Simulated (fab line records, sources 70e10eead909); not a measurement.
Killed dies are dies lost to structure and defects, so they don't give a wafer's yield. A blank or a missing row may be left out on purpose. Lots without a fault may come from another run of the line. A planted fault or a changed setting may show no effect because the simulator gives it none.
Tool commonality check | flow nand_harc | 2 lots, 6 wafers sampled

WHY IT WAS OPENED
At NHARC_END_SORT_01 the reading killed_dies is flagged on 2 of 2 lots. Wafers without a fault read 32, standard deviation 9.
Rule: a lot is flagged when every wafer of it that has a number lies more than 4 standard deviations from that mean, or none has a number. The other lots count as sound.

lot  | measured     | on        | killed_dies, wafer by wafer | flag
L853 | day 22 15:31 | prober-02 | 111 73 137                  | FLAGGED
L856 | day 24 05:20 | prober-02 | 138 144 146                 | FLAGGED
The numbers of the flagged lots are 125 on average: +93 against the usual, or +10 standard deviations.

WHICH TOOL RAN EACH LOT
The record holds 4 process steps before the reading, out of a route of 1159 steps. In each cell: the tool, then ch and the chambers that the sampled wafers went through, then the start.
lot  | flag    | NHARC_A_STAIRCASE_ETCH_232         | NHARC_THIN_TSV_STRIP_62              | NHARC_THIN_TSV_DEGAS_49      | NHARC_THIN_TSV_PRE_CLEAN_54
L853 | FLAGGED | rie_diel-13 ch 0,1,2, day 14 19:34 | plasma_asher-01 ch 0,1, day 21 18:58 | pvd_sputter-03, day 21 19:07 | pvd_sputter-02, day 21 21:11
L856 | FLAGGED | rie_diel-13 ch 1,3, day 15 02:20   | plasma_asher-01 ch 0,1, day 23 10:00 | pvd_sputter-01, day 23 10:08 | pvd_sputter-01, day 23 12:12
What these steps do:
- NHARC_A_STAIRCASE_ETCH_232: etches the open film in C4F8/O2, target depth 100 nm, time 40.5 s.
- NHARC_THIN_TSV_STRIP_62: strips in N2/H2, time 20 s.
- NHARC_THIN_TSV_DEGAS_49: time 120 s.
- NHARC_THIN_TSV_PRE_CLEAN_54: time 30 s.
- NHARC_END_SORT_01

FLAGGED OVER TOTAL, TOOL BY TOOL (the gauges that took the reading come last)
step                        | tool            | lots run | flagged | share of the flagged lots | sound lots run after its first flagged lot
NHARC_A_STAIRCASE_ETCH_232  | rie_diel-13     | 2        | 2       | all                       | 0
NHARC_THIN_TSV_STRIP_62     | plasma_asher-01 | 2        | 2       | all                       | 0
NHARC_THIN_TSV_DEGAS_49     | pvd_sputter-01  | 1        | 1       | some                      | 0
NHARC_THIN_TSV_DEGAS_49     | pvd_sputter-03  | 1        | 1       | some                      | 0
NHARC_THIN_TSV_PRE_CLEAN_54 | pvd_sputter-01  | 1        | 1       | some                      | 0
NHARC_THIN_TSV_PRE_CLEAN_54 | pvd_sputter-02  | 1        | 1       | some                      | 0
NHARC_END_SORT_01           | prober-02       | 2        | 2       | all                       | 0

WHAT THE TABLE ALLOWS
3 rows of the table ran every flagged lot: rie_diel-13 at NHARC_A_STAIRCASE_ETCH_232, plasma_asher-01 at NHARC_THIN_TSV_STRIP_62, prober-02 at NHARC_END_SORT_01.
- rie_diel-13 at NHARC_A_STAIRCASE_ETCH_232: 2 of its 2 lots flagged. It ran no sound lot before its first flagged lot in this sample, so the start can't be narrowed down.
- plasma_asher-01 at NHARC_THIN_TSV_STRIP_62: 2 of its 2 lots flagged. It ran no sound lot before its first flagged lot in this sample, so the start can't be narrowed down.
- prober-02 at NHARC_END_SORT_01: 2 of its 2 lots flagged. It ran no sound lot before its first flagged lot in this sample, so the start can't be narrowed down.
Counting lots can't tell these 3 tools apart, because each fits a fault that began at some hour. More lots, or a look at what each step does to the wafer, might.

WHAT THE SIMULATOR HAD PUT IN
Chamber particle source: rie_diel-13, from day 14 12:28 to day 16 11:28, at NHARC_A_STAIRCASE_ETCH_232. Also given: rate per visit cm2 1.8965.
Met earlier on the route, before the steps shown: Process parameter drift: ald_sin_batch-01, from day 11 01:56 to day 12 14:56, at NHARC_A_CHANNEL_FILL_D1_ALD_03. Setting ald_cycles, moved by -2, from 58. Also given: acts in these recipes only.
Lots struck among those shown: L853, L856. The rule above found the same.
